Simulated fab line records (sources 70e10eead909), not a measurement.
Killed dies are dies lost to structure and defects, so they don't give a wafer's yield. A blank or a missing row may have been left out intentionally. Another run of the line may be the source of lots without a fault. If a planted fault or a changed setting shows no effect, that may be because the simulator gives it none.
Comparing a struck lot with a sound one	flow nand-harc	14 out of 1159 route steps
Sound: these wafers, L407.2, L407.4, L407.5. Wafers struck: L425.1, L425.4, L425.6. Last of all comes the cause.
At each step with rows: each side's tool, then ch and its chambers, then its first start. Under that, the readings that differ: sound wafers	struck wafers	difference of the means	sigmas: that difference in standard deviations of wafers without a fault.
alike: words and numbers the same on both sides, and readings whose means are apart by under 2 such deviations; not compared: readings that were withheld, readings missing a value for some wafer, numbers with overlapping values and no deviation given by the record, and bounds like >300 which may hide the same value.
The two part at a step that has a row with sigmas, a row that says differs or no value, or rows on one side only. Non-overlapping numbers with no deviation appear without sigmas and do not part them. A reading that every wafer of one side lacks parts them only if that side has two wafers or more.

first, 4 steps without rows for these wafers: NHARC_P_ZERO_WELL_EBR_48; NHARC_P_ZERO_WELL_EXPOSE_49 (exposes mask P HVPW, target cd 2000 nm); NHARC_P_ZERO_WELL_PEB_50 (peb time 85 s); NHARC_P_ZERO_WELL_DEVELOP_51 (time 70 s).
NHARC_P_ZERO_WELL_CD_MEAS_52 targets a cd of 2000 nm.
  sound on cd-sem-03 ch 0, day 2 11:42; struck on cd-sem-01 ch 0, day 6 23:40
  alike: cd-nm
then, 1 step without rows for these wafers: NHARC_P_ZERO_WELL_HARDBAKE_53 (time 80 s).
NHARC_P_ZERO_WELL_DESCUM_54: chemistry O2, time 3 s.
  sound on rie-diel-01 ch 0,1,3, day 2 11:53; struck on rie-diel-03 ch 0,1,2, day 6 23:50
  alike: drypump-motor-current-A, o2-flow-sccm, oes-product-au, rf-vpp-V, showerhead-plenum-p-Torr, throttle-valve-pct
  not compared: rf-hours-counter-h
then, 5 steps without rows for these wafers: NHARC_P_ZERO_WELL_IMPLANT_55; NHARC_P_ZERO_WELL_IMPLANT_61; NHARC_P_ZERO_WELL_STRIP_56 (strips in SPM, time 840 s); NHARC_P_ZERO_WELL_PRECLEAN_68 (cleans in SC1, time 60 s); NHARC_P_ZERO_WELL_SRD_69.
NHARC_P_ZERO_WELL_RTA_42: time 300 s.
  sound on rtp-anneal-01 ch 0, day 2 12:57; struck on rtp-anneal-02, day 7 00:47
  no value came back on the struck wafers for anneal-temp-c-max, lamp-power-pct (%), lamp_zone_6_pct (%), wafer_temp_C_max; on the sound wafers anneal-temp-c-max reads 1103.9 1104.6 1104.3
NHARC_P_ZERO_WELL_INSPECT_43:
  struck on defect-inspect-01, day 7 01:29; sound on defect-inspect-01, day 2 13:31
  alike: raw-defect-count

== WHERE THEY PART ==
Within this record, at NHARC_P_ZERO_WELL_RTA_42 only. Later steps at which nothing parts them and some readings are alike: NHARC_P_ZERO_WELL_INSPECT_43.

WHY: what the simulator had put in
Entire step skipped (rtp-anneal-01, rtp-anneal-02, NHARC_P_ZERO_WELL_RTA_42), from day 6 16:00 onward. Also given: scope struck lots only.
